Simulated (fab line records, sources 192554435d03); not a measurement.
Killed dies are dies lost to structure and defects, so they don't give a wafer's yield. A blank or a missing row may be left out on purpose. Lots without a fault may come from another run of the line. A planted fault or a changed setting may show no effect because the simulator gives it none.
Chamber matching | flow n5_finfet | N5_BEOL_M10_STRIP_19 on rie_diel-01: 4 sister chambers
The step strips in O2. 8 wafers are shown with their chamber, then 8 later ones without.

WAFERS WITH THEIR CHAMBER
wafer  | chamber | throttle_valve_pct (%) | oes_product_au (a.u.)
L078.2 | 0       | 16.76                  | 0.81
L081.1 | 3       | 16.91                  | 0.71
L081.2 | 0       | 16.77                  | 0.80
L081.6 | 1       | 16.56                  | 0.86
L084.2 | 1       | 16.58                  | 0.85
L084.5 | 2       | 16.91                  | 0.75
L084.6 | 3       | 16.92                  | 0.71
L089.1 | 2       | 16.92                  | 0.76

WAFERS WITHOUT THEIR CHAMBER
wafer  | throttle_valve_pct (%) | oes_product_au (a.u.)
L089.4 | 16.93                  | 0.71
L089.6 | 16.90                  | 0.76
L086.1 | 16.81                  | 0.78
L086.3 | 16.58                  | 0.83
L086.5 | 16.89                  | 0.76
L093.2 | 16.92                  | 0.75
L093.3 | 16.63                  | 0.82
L093.4 | 16.98                  | 0.71

WHICH CHAMBER EACH WENT THROUGH
wafer  | from the rows above | in truth
L089.4 | 3                   | 3
L089.6 | 2                   | 2
L086.1 | 0                   | 0
L086.3 | 1                   | 1
L086.5 | 2                   | 2
L093.2 | 2                   | 2
L093.3 | 1                   | 1
L093.4 | 3                   | 3
Placed correctly: 8 of 8. Can't be placed from these rows: 0. Placed wrongly: 0.
How it was worked out, from the rows above alone: a wafer's distance from a chamber is the root of the sum, over the readings, of the square of ((its reading less the chamber's mean) divided by the reading's scatter). The wafer belongs to the nearest chamber; if the next one is less than 2 further off, it can't be placed. A chamber's mean is the mean of its shown wafers. The scatter: the root of (the sum of the squares of (reading less its chamber's mean) over the shown wafers, divided by (wafers less chambers)).
